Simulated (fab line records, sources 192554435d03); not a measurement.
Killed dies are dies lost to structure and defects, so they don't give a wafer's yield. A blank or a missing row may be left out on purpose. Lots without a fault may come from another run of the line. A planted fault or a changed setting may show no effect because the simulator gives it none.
fab line records | flow n5_finfet
record lots=5 wafers=15 last_day=18
route steps=1938 shown BEOL_M12@1641 BEOL_M13@1659
lots that met no fault: from a run of the same line without faults
start_h: hours from the record's first day to the start of the lot's first wafer shown | wait_h: hours since the lot's step before | " the same as in the row above | L1.1+2: a row that stands for several wafers | - no value, or no start given | * or withheld: withheld | < > ~ a bound
route shown NAME@n: a module of which the file shows steps, and the number in the route of the first | usual: mean/standard deviation of fault-free wafers | same: alike in all rows | chamber/n: place in a boat | sites: the reading at each site | _std_site: their standard deviation | _edge_site: outer sites' mean less inner sites' | radius_mm: how far each site lies from the wafer's centre | mask NAME#n: copy n | behind: the tool/chamber that last shaped the wafer | hold: why the lot was held/for how many hours/how that ended | device: the transistor (n, p or np) that didn't switch | end of line: the same wafers' tests at the end of the route | a step without rows: its recipe alone | killed: dies lost to structure and defects at the first sort, not the wafer's yield | map: a wafer's dies, x killed, . not, _ none there
set.NAME: the setting as run; set.NAME@STEP: as run at that earlier step | model.NAME: the simulator's own value behind a step, which no gauge read
lots at some steps of the route; a table a step, a row a wafer
services: from which hour (start_h, from the record's first day; less than 0 if before it) a tool's chamber was out of use, for how many hours, and why
## steps
# step N5_BEOL_M12_OCD_MEAS_35
# usual trench_depth_nm=320/6.6
# columns lot.wafer tool chamber start_h wait_h trench_depth_nm
L078.2 ocd-02 - 288.91 0.0 308
L078.4 " - " " 311
L078.5 " - " " 308
L079.2 ocd-01 - 304.09 0.0 328
L079.3 " - " " 316
L079.5 " - " " 328
L088.3 ocd-01 - 353.55 0.0 324
L088.4 " - " " 330
L088.5 " - " " 311
L091.2 ocd-02 - 369.62 0.0 319
L091.3 " - " " 324
L091.6 " - " " 313
L093.1 ocd-01 - 390.53 0.0 310
L093.2 " - " " 319
L093.5 " - " " 310
# step N5_BEOL_M12_STRIP_37
# recipe chemistry=N2/H2 power_w=1000 temp_c=250 h2_frac=0.65 overash_fraction=0.3 pressure_mtorr=withheld n2_flow_sccm=1750 h2_flow_sccm=3250
# usual drypump_motor_current_A=6.04/0.2 heater_power_w=324/23 oes_product_au=0.791/0.01
# columns lot.wafer tool chamber start_h wait_h drypump_motor_current_A heater_power_w oes_product_au rf_hours_counter_h
L078.2 plasma_asher-02 0 288.95 0.0 6.21 308 0.800 128
L078.4 " 1 " " 5.75 356 0.798 -
L078.5 " 1 " " 5.75 354 0.794 -
L079.2 plasma_asher-02 1 304.12 0.0 5.77 349 0.773 132
L079.3 " 0 " " 6.18 310 0.782 -
L079.5 " 1 " " 5.75 349 0.790 -
L088.3 plasma_asher-02 0 353.61 0.1 6.15 304 0.798 -
L088.4 " 1 " " 5.75 346 0.793 -
L088.5 " 0 " " 6.19 312 0.768 -
L091.2 plasma_asher-02 0 369.66 0.0 6.16 313 0.799 144
L091.3 " 0 " " 6.16 315 0.782 -
L091.6 " 0 " " 6.16 307 0.779 -
L093.1 plasma_asher-02 1 390.57 0.0 5.74 347 0.791 148
L093.2 " 0 " " 6.22 312 0.792 148
L093.5 " 0 " " 6.19 314 0.796 -
# step N5_BEOL_M12_ETCH_38
# recipe chemistry=CF4/N2 target=SiCN target_depth_a=687 taper_deg=2 time_s=73.4 ion_energy_ev=150 mask_material=SiO2 pressure_mtorr=40 source_w=430 bias_w=70 Ar_flow_sccm=100 cf4_flow_sccm=60 n2_flow_sccm=60
# usual drypump_motor_current_A=5.6/0.4 mfc_ar_sccm=100.0/0.3 oes_product_au=0.81/0.1 rf_fwd_power_W=427.9/1.2 rf_vpp_V=382.2/2.4 showerhead_plenum_p_Torr=2.21/0.092 throttle_valve_pct=15.40/0.29
# columns lot.wafer tool chamber start_h wait_h drypump_motor_current_A mfc_ar_sccm oes_product_au rf_fwd_power_W rf_hours_counter_h rf_vpp_V showerhead_plenum_p_Torr throttle_valve_pct
L078.2 rie_diel-01 3 289.62 - 5.0 100.5 0.74 429.8 178 379.6 2.10 15.60
L078.4 " 1 " " 5.8 100.2 0.74 426.5 153 384.7 2.31 15.37
L078.5 " 0 " " 6.2 100.0 0.95 427.1 - 382.6 2.25 15.18
L079.2 rie_diel-04 3 306.40 - 5.5 99.9 0.77 427.8 189 379.6 2.10 15.52
L079.3 " 1 " " 6.1 99.6 0.70 429.0 222 379.3 2.11 15.86
L079.5 " 2 " " 5.6 99.8 0.84 427.0 - 383.0 2.25 15.72
L088.3 rie_diel-04 2 355.01 - 5.6 100.3 0.82 428.7 96 382.9 2.24 15.76
L088.4 " 3 " " 5.4 100.0 0.74 430.5 - 378.8 2.09 15.56
L088.5 " 2 " " 5.6 100.0 0.82 425.9 - 382.6 2.24 15.75
L091.2 rie_diel-05 2 371.00 - 5.2 99.9 0.87 426.0 37 383.1 2.25 15.22
L091.3 " 3 " " 5.4 100.3 0.90 427.9 46 384.5 2.34 15.01
L091.6 " 0 " " 5.2 100.1 0.97 426.6 - 386.7 2.34 14.96
L093.1 rie_diel-01 0 393.29 - 6.2 99.2 0.87 427.4 51 383.3 2.24 15.25
L093.2 " 3 " " 5.0 100.6 0.70 429.9 215 380.8 2.09 15.66
L093.5 " 3 " " 5.1 100.1 0.70 429.7 - 378.8 2.09 15.66
# step N5_BEOL_M12_PRECLEAN_39
# recipe chemistry=residue_remover time_s=60 temp_c=40
# usual bath_guard_temp_C=39.9/0.62
# columns lot.wafer tool chamber start_h wait_h bath_guard_temp_C
L078.2 wet_bench-05 3 289.75 0.1 39.3
L078.4 " 5 " " 39.7
L078.5 " 4 " " 39.5
L079.2 wet_bench-05 3 306.53 0.1 39.3
L079.3 " 6 " " 40.4
L079.5 " 2 " " 40.6
L088.3 wet_bench-05 0 355.14 0.1 39.7
L088.4 " 2 " " 40.8
L088.5 " 3 " " 39.5
L091.2 wet_bench-05 3 371.13 0.1 39.0
L091.3 " 2 " " 40.6
L091.6 " 7 " " 39.2
L093.1 wet_bench-05 0 393.42 0.1 40.0
L093.2 " 7 " " 39.6
L093.5 " 1 " " 38.4
# step N5_BEOL_M12_SRD_40
# recipe time_s=30 temp_c=23 rinse_liquid=diw dry=n2_spin spin_rpm=1500 dry_time_s=30
# usual spin_rpm=1500.1/0.82
# columns lot.wafer tool chamber start_h wait_h spin_rpm
L078.2 wet_bench-05 3 289.77 0.0 1501.8
L078.4 " 5 " " 1499.6
L078.5 " 4 " " 1500.3
L079.2 wet_bench-05 3 306.55 0.0 1500.1
L079.3 " 6 " " 1500.2
L079.5 " 2 " " 1500.8
L088.3 wet_bench-05 0 355.16 0.0 1500.1
L088.4 " 2 " " 1499.3
L088.5 " 3 " " 1500.7
L091.2 wet_bench-05 3 371.15 0.0 1499.0
L091.3 " 2 " " 1501.2
L091.6 " 7 " " 1500.7
L093.1 wet_bench-05 0 393.44 0.0 1500.1
L093.2 " 7 " " 1498.7
L093.5 " 1 " " 1500.6
# step N5_BEOL_M12_DEGAS_41
# recipe ambient=vacuum temp_c=250 time_s=60
# usual heater_power_w=329/22
# columns lot.wafer tool chamber start_h wait_h heater_power_w
L078.2 pvd_sputter-03 - 291.40 1.6 334
L078.4 " - " " 316
L078.5 " - " " 354
L079.2 pvd_sputter-03 - 306.80 0.2 310
L079.3 " - " " 354
L079.5 " - " " 320
L088.3 pvd_sputter-02 - 355.50 0.3 338
L088.4 " - " " 313
L088.5 " - " " 320
L091.2 pvd_sputter-01 - 371.69 0.5 371
L091.3 " - " " 339
L091.6 " - " " 294
L093.1 pvd_sputter-03 - 394.49 1.0 339
L093.2 " - " " 318
L093.5 " - " " 324
# step N5_BEOL_M12_PRE_CLEAN_42
# recipe gas=H2/He time_s=30 temp_c=250
# usual heater_power_w=329/22
# columns lot.wafer tool chamber start_h wait_h heater_power_w
L078.2 pvd_sputter-03 - 291.44 0.0 343
L078.4 " - " " 308
L078.5 " - " " 358
L079.2 pvd_sputter-03 - 306.84 0.0 311
L079.3 " - " " 360
L079.5 " - " " 311
L088.3 pvd_sputter-02 - 355.54 0.0 343
L088.4 " - " " 311
L088.5 " - " " 320
L091.2 pvd_sputter-01 - 371.73 0.0 371
L091.3 " - " " 338
L091.6 " - " " 304
L093.1 pvd_sputter-03 - 394.53 0.0 349
L093.2 " - " " 321
L093.5 " - " " 322
# step N5_BEOL_M12_SPUTTER_43
# recipe material=TaN target_thk_a=150 temp_c=50 bias_v=168.6 power_w=15000 chamber_pressure_pa=0.12 time_s=24.19
# usual throttle_valve_pct=29.6/0.85
# columns lot.wafer tool chamber start_h wait_h throttle_valve_pct
L078.2 pvd_sputter-03 - 291.48 0.0 28.7
L078.4 " - " " 31.4
L078.5 " - " " 29.8
L079.2 pvd_sputter-03 - 306.88 0.0 30.8
L079.3 " - " " 29.9
L079.5 " - " " 31.1
L088.3 pvd_sputter-02 - 355.58 0.0 30.3
L088.4 " - " " 28.8
L088.5 " - " " 29.0
L091.2 pvd_sputter-01 - 371.77 0.0 28.9
L091.3 " - " " 30.6
L091.6 " - " " 28.5
L093.1 pvd_sputter-03 - 394.57 0.0 28.7
L093.2 " - " " 29.1
L093.5 " - " " 28.7
# step N5_BEOL_M12_SPUTTER_44
# recipe material=Ta target_thk_a=100 temp_c=50 bias_v=80 power_w=15000 chamber_pressure_pa=0.07 time_s=16.13
# usual throttle_valve_pct=29.6/0.86
# columns lot.wafer tool chamber start_h wait_h throttle_valve_pct
L078.2 pvd_sputter-03 - 291.56 0.0 28.4
L078.4 " - " " 31.3
L078.5 " - " " 30.1
L079.2 pvd_sputter-03 - 306.96 0.0 31.3
L079.3 " - " " 30.0
L079.5 " - " " 31.1
L088.3 pvd_sputter-02 - 355.66 0.0 30.4
L088.4 " - " " 28.6
L088.5 " - " " 29.1
L091.2 pvd_sputter-01 - 371.85 0.0 28.9
L091.3 " - " " 30.7
L091.6 " - " " 28.5
L093.1 pvd_sputter-03 - 394.65 0.0 28.5
L093.2 " - " " 29.0
L093.5 " - " " 29.0
# step N5_BEOL_M12_SPUTTER_45
# recipe material=Cu target_thk_a=800 temp_c=-20 bias_v=60 power_w=26000 chamber_pressure_pa=0.13 time_s=13.33
# usual throttle_valve_pct=29.6/0.86
# columns lot.wafer tool chamber start_h wait_h throttle_valve_pct
L078.2 pvd_sputter-03 - 291.64 0.0 28.8
L078.4 " - " " 31.1
L078.5 " - " " 29.9
L079.2 pvd_sputter-03 - 307.04 0.0 31.2
L079.3 " - " " 29.8
L079.5 " - " " 31.3
L088.3 pvd_sputter-02 - 355.74 0.0 30.2
L088.4 " - " " 28.8
L088.5 " - " " 29.1
L091.2 pvd_sputter-01 - 371.93 0.0 28.8
L091.3 " - " " 30.7
L091.6 " - " " 28.4
L093.1 pvd_sputter-03 - 394.73 0.0 28.3
L093.2 " - " " 28.9
L093.5 " - " " 28.9
# step N5_BEOL_M12_ECD_47
# recipe material=Cu target_thk_a=7200
# columns lot.wafer tool chamber start_h wait_h
L078.2+4+5 ecd_cu-01 0 291.76 0.1
L079.2+3+5 ecd_cu-02 1 307.16 0.1
L088.3+4+5 ecd_cu-02 0,1,0 355.90 0.1
L091.2+3+6 ecd_cu-01 0,0,1 372.04 0.1
L093.1+2+5 ecd_cu-02 1,0,0 394.85 0.1
# step N5_BEOL_M12_ANNEAL_48
# recipe temp_c=225 time_s=90 ambient=N2
# usual wafer_temp_C_max=225.92/0.3
# columns lot.wafer tool chamber start_h wait_h wafer_temp_C_max
L078.2 rtp_anneal-02 0 292.02 0.2 226.32
L078.4 " 0 " " 226.21
L078.5 " 0 " " 226.21
L079.2 rtp_anneal-01 0 307.35 0.1 226.11
L079.3 " 0 " " 225.62
L079.5 " 0 " " 225.53
L088.3 rtp_anneal-02 0 356.48 0.5 226.00
L088.4 " 0 " " 225.50
L088.5 " 0 " " 225.70
L091.2 rtp_anneal-01 0 372.29 0.2 225.87
L091.3 " 0 " " 225.83
L091.6 " 0 " " 225.65
L093.1 rtp_anneal-02 0 395.50 0.6 226.16
L093.2 " 0 " " 226.56
L093.5 " 0 " " 226.38
# step N5_BEOL_M12_CMP_49
# recipe stop_on=SiOC t_overpolish_s=20.6 down_force_psi=1 platen_rpm=50 clearing_platen_down_force_psi=1.5 clearing_platen_rpm=50 post_cmp_clean=cu_alkaline target_thk_nm=320 clearing_platen_pad_velocity_m_s=0.99484 pad_velocity_m_s=0.99484
# usual barrier_field_endpoint_s=30.5/0.91 clearing_platen_down_force_psi=1.4998/0.0026 motor_current_A=6.1/0.53 overpolish_run_s=20.600/0.0088
# columns lot.wafer tool chamber start_h wait_h barrier_field_endpoint_s clearing_platen_down_force_psi motor_current_A overpolish_run_s
L078.4 cmp-04 0 292.27 0.1 30.8 1.5021 5.9 20.599
L078.2 " 2 " " 31.6 1.4952 5.4 20.590
L078.5 " 0 " " 31.0 1.4999 6.0 20.615
L079.2 cmp-01 1 307.61 0.2 28.7 1.5012 5.3 20.590
L079.3 " 0 " " 30.3 1.5017 7.2 20.618
L079.5 " 2 " " 30.6 1.4980 6.3 20.595
L088.3 cmp-03 3 356.76 0.2 31.7 1.4969 6.1 20.592
L088.4 " 0 " " 31.6 1.5008 6.2 20.610
L088.5 " 2 " " 31.0 1.4983 6.4 20.610
L091.3 cmp-04 0 372.58 0.2 31.0 1.5027 5.9 20.604
L091.2 " 1 " " 30.6 1.4937 7.0 20.597
L091.6 " 3 " " 31.4 1.5027 6.1 20.596
L093.1 cmp-01 3 395.82 0.3 31.2 1.5002 5.4 20.592
L093.2 " 1 " " 29.8 1.4960 5.4 20.597
L093.5 " 0 " " 30.0 1.5029 6.9 20.600
# step N5_BEOL_M12_THK_MEAS_50
# recipe thk_meas_gauge=xrf reads=Cu_of_BEOL_M12_ECD_47
# usual M12_THK=318/7.2
# columns lot.wafer tool chamber start_h wait_h M12_THK[nm]
L078.2 film_metro-02 - 292.57 - 309
L078.4 " - " " 311
L078.5 " - " " 308
L079.2 film_metro-02 - 307.91 - 328
L079.3 " - " " 316
L079.5 " - " " 329
L088.3 film_metro-02 - 356.98 - 319
L088.4 " - " " 326
L088.5 " - " " 306
L091.2 film_metro-01 - 372.84 - 316
L091.3 " - " " 322
L091.6 " - " " 310
L093.1 film_metro-02 - 396.11 - 309
L093.2 " - " " 314
L093.5 " - " " 307
# step N5_BEOL_M12_PRE_CLEAN_52
# recipe gas=NH3 time_s=15 temp_c=withheld rf_power_w=300
# usual rf_fwd_power_W=294.9/1.7
# columns lot.wafer tool chamber start_h wait_h rf_fwd_power_W
L078.2 pecvd-04 0 292.60 0.0 295.2
L078.4 " 2 " " 297.1
L078.5 " 0 " " 294.9
L079.2 pecvd-03 1 307.94 0.0 293.4
L079.3 " 1 " " 293.6
L079.5 " 2 " " 291.8
L088.3 pecvd-04 0 357.01 0.0 295.8
L088.4 " 0 " " 295.8
L088.5 " 2 " " 297.3
L091.2 pecvd-03 0 372.88 0.0 296.4
L091.3 " 1 " " 294.6
L091.6 " 1 " " 292.3
L093.1 pecvd-03 1 396.15 0.0 293.6
L093.2 " 2 " " 292.1
L093.5 " 1 " " 295.1
# step N5_BEOL_M12_DEP_53
# recipe material=SiCN target_thk_a=300 temp_c=withheld precursor=3MS/NH3 pressure_torr=3 rf_w=675 time_s=10.5
# usual rf_fwd_power_W=665/3.2 showerhead_plenum_p_Torr=4.17/0.033 showerhead_vpp_V=1621/53 throttle_valve_pct=18.8/1.7
# columns lot.wafer tool chamber start_h wait_h rf_fwd_power_W showerhead_plenum_p_Torr showerhead_vpp_V throttle_valve_pct
L078.2 pecvd-04 0 292.63 0.0 665 4.20 1666 18.6
L078.4 " 2 " " 668 4.12 1671 17.6
L078.5 " 0 " " 669 4.21 1676 18.5
L079.2 pecvd-03 1 307.98 0.0 664 4.18 1626 17.3
L079.3 " 1 " " 661 4.17 1603 17.0
L079.5 " 2 " " 663 4.13 1578 17.9
L088.3 pecvd-04 0 357.04 0.0 666 4.20 1660 18.5
L088.4 " 0 " " 666 4.21 1643 18.3
L088.5 " 2 " " 671 4.12 1686 17.6
L091.2 pecvd-03 0 372.90 0.0 668 4.20 1565 21.0
L091.3 " 1 " " 661 4.19 1602 17.0
L091.6 " 1 " " 662 4.18 1595 17.3
L093.1 pecvd-03 1 396.17 0.0 661 4.20 1585 17.3
L093.2 " 2 " " 662 4.13 1599 17.9
L093.5 " 1 " " 662 4.17 1607 17.4
# step N5_BEOL_M12_RS_MEAS_54
# recipe thk_meas_gauge=four-point-probe reads=Cu_of_BEOL_M12_ECD_47+Ta_of_BEOL_M12_SPUTTER_44+TaN_of_BEOL_M12_SPUTTER_43
# usual M12_RS=0.0598/0.0013
# columns lot.wafer tool chamber start_h wait_h M12_RS[ohm/sq]
L078.2 film_metro-01 - 292.69 0.0 0.0619
L078.4 " - " " 0.0613
L078.5 " - " " 0.0620
L079.2 film_metro-02 - 308.06 0.1 0.0583
L079.3 " - " " 0.0607
L079.5 " - " " 0.0581
L088.3 film_metro-02 - 357.10 0.0 0.0589
L088.4 " - " " 0.0581
L088.5 " - " " 0.0616
L091.2 film_metro-01 - 372.96 0.0 0.0604
L091.3 " - " " 0.0590
L091.6 " - " " 0.0614
L093.1 film_metro-02 - 396.23 0.0 0.0618
L093.2 " - " " 0.0606
L093.5 " - " " 0.0622
# step N5_BEOL_M12_INSPECT_55
# recipe inspect_instrument=darkfield mode=post_dep
# usual raw_defect_count=78/28
# columns lot.wafer tool chamber start_h wait_h raw_defect_count
L078.2 defect_inspect-02 - 292.72 0.0 83
L078.4 " - " " 64
L078.5 " - " " 49
L079.2 defect_inspect-02 - 308.09 0.0 105
L079.3 " - " " 117
L079.5 " - " " 56
L088.3 defect_inspect-01 - 357.13 0.0 65
L088.4 " - " " 108
L088.5 " - " " 55
L091.2 defect_inspect-02 - 372.99 0.0 35
L091.3 " - " " 95
L091.6 " - " " 71
L093.1 defect_inspect-02 - 396.26 0.0 72
L093.2 " - " " 105
L093.5 " - " " 129
# step N5_BEOL_M13_ILD_DEP_00
# recipe material=SiOC target_thk_a=8379.2 temp_c=350 precursor=DEMS/O2 pressure_torr=5 rf_w=500 time_s=166.4
# usual heater_power_outer_w=308/64 heater_power_w=557/110 rf_fwd_power_W=497.7/1.7 showerhead_plenum_p_Torr=5.699/0.015 showerhead_vpp_V=1340/58 throttle_valve_pct=12.1/0.81
# columns lot.wafer tool chamber start_h wait_h heater_power_outer_w heater_power_w rf_fwd_power_W showerhead_plenum_p_Torr showerhead_vpp_V throttle_valve_pct
L078.2 pecvd-01 0 292.75 0.0 307 484 498.1 5.694 1301 12.6
L078.4 " 2 " " 268 548 497.4 5.684 1219 11.3
L078.5 " 0 " " 249 396 499.2 5.688 1300 12.8
L079.2 pecvd-02 2 308.12 0.0 348 600 497.3 5.715 1315 10.8
L079.3 " 1 " " 235 485 497.1 5.694 1348 12.4
L079.5 " 2 " " 363 627 497.7 5.695 1283 10.7
L088.3 pecvd-03 2 357.16 0.0 343 657 499.5 5.671 1352 11.9
L088.4 " 1 " " 329 533 497.3 5.723 1380 11.3
L088.5 " 2 " " 380 714 495.5 5.698 1350 12.0
L091.2 pecvd-02 0 373.03 0.0 302 632 498.1 5.714 1441 12.2
L091.3 " 1 " " 279 555 497.6 5.716 1377 12.4
L091.6 " 1 " " 303 580 499.2 5.688 1369 12.5
L093.1 pecvd-02 2 396.30 0.0 332 560 497.6 5.711 1307 10.8
L093.2 " 1 " " 275 545 501.8 5.695 1363 12.4
L093.5 " 0 " " 335 658 499.3 5.699 1416 11.9
# step N5_BEOL_M13_THK_MEAS_01
# recipe reads=SiOC_of_BEOL_M13_ILD_DEP_00
# usual M13_ILD_THK=837/13
# columns lot.wafer tool chamber start_h wait_h M13_ILD_THK[nm]
L078.2 film_metro-01 - 292.91 0.1 830
L078.4 " - " " 850
L078.5 " - " " 838
L079.2 film_metro-02 - 308.29 0.1 830
L079.3 " - " " 813
L079.5 " - " " 837
L088.3 film_metro-01 - 357.32 0.1 833
L088.4 " - " " 845
L088.5 " - " " 848
L091.2 film_metro-02 - 373.18 0.1 826
L091.3 " - " " 844
L091.6 " - " " 843
L093.1 film_metro-01 - 396.45 0.1 851
L093.2 " - " " 842
L093.5 " - " " 841
# step N5_BEOL_M13_COAT_58
# recipe resist=BARC temp_c=205 time_s=60 spin_rpm=1500 resist_thk_nm=89
# usual resist_line_temp_C=22.97/0.12 spin_speed_rpm=1499.8/1.1
# columns lot.wafer tool chamber start_h wait_h resist_line_temp_C spin_speed_rpm
L078.2 litho_track-03 0 292.94 0.0 22.95 1501.0
L078.4 " 0 " " 22.94 1499.1
L078.5 " 0 " " 22.91 1500.2
L079.2 litho_track-03 0 308.32 0.0 23.16 1498.4
L079.3 " 0 " " 22.97 1500.0
L079.5 " 0 " " 23.12 1499.3
L088.3 litho_track-03 0 357.35 0.0 23.01 1498.7
L088.4 " 0 " " 23.03 1500.8
L088.5 " 0 " " 23.06 1500.2
L091.2 litho_track-02 0 373.21 0.0 22.85 1497.8
L091.3 " 0 " " 22.95 1498.0
L091.6 " 0 " " 22.94 1498.2
L093.1 litho_track-01 0 396.48 0.0 22.95 1501.0
L093.2 " 0 " " 22.65 1499.6
L093.5 " 0 " " 22.80 1498.7
# step N5_BEOL_M13_COAT_04
# recipe spin_rpm=1625 resist_thk_nm=400
# usual resist_line_temp_C=22.98/0.1 spin_speed_rpm=1625.1/1.1
# columns lot.wafer tool chamber start_h wait_h resist_line_temp_C spin_speed_rpm
L078.2 litho_track-03 0 - - 22.84 1627.0
L078.4 " 0 " " 22.96 1625.1
L078.5 " 0 " " 22.94 1625.6
L079.2 litho_track-03 0 - - 23.00 1625.0
L079.3 " 0 " " 22.98 1624.4
L079.5 " 0 " " 23.10 1626.0
L088.3 litho_track-03 0 - - 23.06 1626.3
L088.4 " 0 " " 22.96 1625.5
L088.5 " 0 " " 22.93 1625.7
L091.2 litho_track-02 0 - - 23.02 1623.8
L091.3 " 0 " " 22.93 1623.8
L091.6 " 0 " " 23.02 1624.1
L093.1 litho_track-01 0 - - 22.94 1625.2
L093.2 " 0 " " 22.92 1625.8
L093.5 " 0 " " 22.92 1627.1
# step N5_BEOL_M13_EBR_06
# recipe solvent=PGMEA ebr_width_mm=1.5
# usual resist_line_temp_C=23.01/0.1
# columns lot.wafer tool chamber start_h wait_h resist_line_temp_C
L078.2 litho_track-03 0 - - 23.00
L078.4 " 0 " " 22.92
L078.5 " 0 " " 22.96
L079.2 litho_track-03 0 - - 22.97
L079.3 " 0 " " 22.91
L079.5 " 0 " " 23.03
L088.3 litho_track-03 0 - - 23.11
L088.4 " 0 " " 23.05
L088.5 " 0 " " 23.04
L091.2 litho_track-02 0 - - 23.04
L091.3 " 0 " " 22.93
L091.6 " 0 " " 22.92
L093.1 litho_track-01 0 - - 23.02
L093.2 " 0 " " 22.92
L093.5 " 0 " " 23.13
# step N5_BEOL_M13_SOFTBAKE_05
# recipe temp_c=130 time_s=60
# usual resist_line_temp_C=23.01/0.099
# columns lot.wafer tool chamber start_h wait_h resist_line_temp_C
L078.2 litho_track-03 0 - - 23.01
L078.4 " 0 " " 22.90
L078.5 " 0 " " 22.94
L079.2 litho_track-03 0 - - 23.21
L079.3 " 0 " " 23.12
L079.5 " 0 " " 23.03
L088.3 litho_track-03 0 - - 23.19
L088.4 " 0 " " 23.09
L088.5 " 0 " " 23.10
L091.2 litho_track-02 0 - - 23.16
L091.3 " 0 " " 23.12
L091.6 " 0 " " 22.90
L093.1 litho_track-01 0 - - 22.91
L093.2 " 0 " " 23.04
L093.5 " 0 " " 23.10
# step N5_BEOL_M13_EXPOSE_07
# recipe mask_id=V12 na=0.93 source_shape=conventional sigma_outer=0.6 polarization=unpolarized attpsm_phase_deg=180 dose_mj=24.8
# usual exposure_dose_mJ_cm2=24.786/0.028
# columns lot.wafer tool chamber start_h wait_h mask exposure_dose_mJ_cm2
L078.2 krf_scanner-01 0 293.17 - V12#0 24.770
L078.4 " 0 " " V12#0 24.838
L078.5 " 0 " " V12#0 24.830
L079.2 krf_scanner-01 0 308.42 - V12#0 24.791
L079.3 " 0 " " V12#0 24.750
L079.5 " 0 " " V12#0 24.717
L088.3 krf_scanner-02 0 357.46 - V12#0 24.833
L088.4 " 0 " " V12#0 24.834
L088.5 " 0 " " V12#0 24.835
L091.2 krf_scanner-02 0 373.44 - V12#0 24.791
L091.3 " 0 " " V12#0 24.816
L091.6 " 0 " " V12#0 24.791
L093.1 krf_scanner-01 0 396.70 - V12#0 24.752
L093.2 " 0 " " V12#0 24.802
L093.5 " 0 " " V12#0 24.752
# step N5_BEOL_M13_PEB_08
# recipe peb_temp_c=130 peb_time_s=90
# usual resist_line_temp_C=23.02/0.11
# columns lot.wafer tool chamber start_h wait_h resist_line_temp_C
L078.2 litho_track-02 0 293.22 0.0 22.95
L078.4 " 0 " " 23.22
L078.5 " 0 " " 23.15
L079.2 litho_track-03 0 308.47 0.0 23.08
L079.3 " 0 " " 22.98
L079.5 " 0 " " 23.05
L088.3 litho_track-01 0 357.50 0.0 22.97
L088.4 " 0 " " 22.97
L088.5 " 0 " " 23.15
L091.2 litho_track-02 0 373.49 0.0 22.92
L091.3 " 0 " " 22.88
L091.6 " 0 " " 22.96
L093.1 litho_track-01 0 396.76 0.1 23.11
L093.2 " 0 " " 23.13
L093.5 " 0 " " 22.98
# step N5_BEOL_M13_DEVELOP_09
# recipe develop_time_s=45 rinse_liquid=diw dry=air_spin dev_temp_c=21
# usual resist_line_temp_C=23.01/0.093
# columns lot.wafer tool chamber start_h wait_h resist_line_temp_C
L078.2 litho_track-02 0 - - 22.84
L078.4 " 0 " " 22.97
L078.5 " 0 " " 22.90
L079.2 litho_track-03 0 - - 23.02
L079.3 " 0 " " 23.05
L079.5 " 0 " " 23.03
L088.3 litho_track-01 0 - - 23.06
L088.4 " 0 " " 23.14
L088.5 " 0 " " 22.91
L091.2 litho_track-02 0 - - 22.87
L091.3 " 0 " " 22.90
L091.6 " 0 " " 23.03
L093.1 litho_track-01 0 - - 22.93
L093.2 " 0 " " 22.93
L093.5 " 0 " " 22.91
# step N5_BEOL_M13_HARDBAKE_14
# recipe temp_c=130 time_s=120
# usual resist_line_temp_C=22.98/0.11
# columns lot.wafer tool chamber start_h wait_h resist_line_temp_C
L078.2 litho_track-02 0 - - 23.02
L078.4 " 0 " " 22.97
L078.5 " 0 " " 23.16
L079.2 litho_track-03 0 - - 22.91
L079.3 " 0 " " 22.82
L079.5 " 0 " " 22.86
L088.3 litho_track-01 0 - - 22.98
L088.4 " 0 " " 22.96
L088.5 " 0 " " 22.92
L091.2 litho_track-02 0 - - 22.96
L091.3 " 0 " " 23.05
L091.6 " 0 " " 23.13
L093.1 litho_track-01 0 - - 22.96
L093.2 " 0 " " 22.97
L093.5 " 0 " " 22.90
# step N5_BEOL_M13_CD_MEAS_10
# recipe target_cd_nm=190 landing_energy_ev=500 detector=se_inlens polarity=opening
# usual cd_nm=190.1/1.4
# columns lot.wafer tool chamber start_h wait_h cd_nm
L078.2 cd_sem-03 0 293.33 - 187.7
L078.4 " 0 " " 186.6
L078.5 " 0 " " 191.3
L079.2 cd_sem-03 0 308.59 - 188.6
L079.3 " 0 " " 189.5
L079.5 " 0 " " 190.7
L088.3 cd_sem-03 0 357.62 - 191.3
L088.4 " 0 " " 189.8
L088.5 " 0 " " 189.0
L091.2 cd_sem-01 0 373.61 - 189.0
L091.3 " 0 " " 189.4
L091.6 " 0 " " 192.4
L093.1 cd_sem-01 0 396.88 - 190.3
L093.2 " 0 " " 190.8
L093.5 " 0 " " 192.2
# step N5_BEOL_M13_OVL_MEAS_11
# recipe points_per_wafer=44
# usual V12_OVL=2/4.9
# same points_per_wafer=44
# columns lot.wafer tool chamber start_h wait_h V12_OVL[nm]
L078.2 overlay-02 0 293.36 0.0 -2
L078.4 " 0 " " -5
L078.5 " 0 " " -2
L079.2 overlay-01 0 308.62 0.0 -1
L079.3 " 0 " " -3
L079.5 " 0 " " 4
L088.3 overlay-01 0 357.65 0.0 -2
L088.4 " 0 " " 5
L088.5 " 0 " " 0
L091.2 overlay-01 0 373.64 0.0 5
L091.3 " 0 " " -2
L091.6 " 0 " " 1
L093.1 overlay-02 0 396.91 0.0 3
L093.2 " 0 " " 10
L093.5 " 0 " " 7
# step N5_BEOL_M13_INSPECT_12
# recipe mode=adi inspect_instrument=macro
# usual raw_defect_count=2.2/1.4
# columns lot.wafer tool chamber start_h wait_h raw_defect_count
L078.2 defect_inspect-01 - 293.39 0.0 1
L078.4 " - " " 2
L078.5 " - " " 4
L079.2 defect_inspect-01 - 308.64 0.0 0
L079.3 " - " " 2
L079.5 " - " " 2
L088.3 defect_inspect-01 - 357.67 0.0 3
L088.4 " - " " 5
L088.5 " - " " 1
L091.2 defect_inspect-01 - 373.66 0.0 2
L091.3 " - " " 2
L091.6 " - " " 3
L093.1 defect_inspect-02 - 396.93 0.0 3
L093.2 " - " " 2
L093.5 " - " " 2
## services
# columns tool chamber start_h hours kind
krf_scanner-01 - 265.24 4.0 pm
rie_diel-04 0 268.44 10.6 repair
cmp-01 - 269.12 8.4 pm
pecvd-02 - 270.32 28.1 pm
rie_diel-04 3 273.77 2.0 repair
cmp-01 - 278.95 0.5 repair
krf_scanner-01 - 286.50 4.4 pm
krf_scanner-02 - 299.78 2.2 repair
krf_scanner-01 - 304.38 1.0 pm
krf_scanner-02 - 305.47 0.8 pm
pecvd-03 0 307.10 28.4 repair
krf_scanner-01 - 309.65 0.8 pm
rie_diel-01 1 313.20 6.2 repair
krf_scanner-02 - 316.63 4.7 repair
cmp-01 - 325.02 0.8 repair
krf_scanner-02 - 337.58 1.6 repair
cmp-04 - 346.47 12.1 pm
rie_diel-01 - 351.84 15.6 pm
rtp_anneal-02 - 363.38 1.3 repair
krf_scanner-01 - 363.88 0.3 repair
krf_scanner-02 - 368.21 0.1 repair
cmp-01 - 375.79 4.0 pm
pecvd-04 1 382.92 3.5 repair
pvd_sputter-01 - 393.50 73.0 repair
## key
fault none
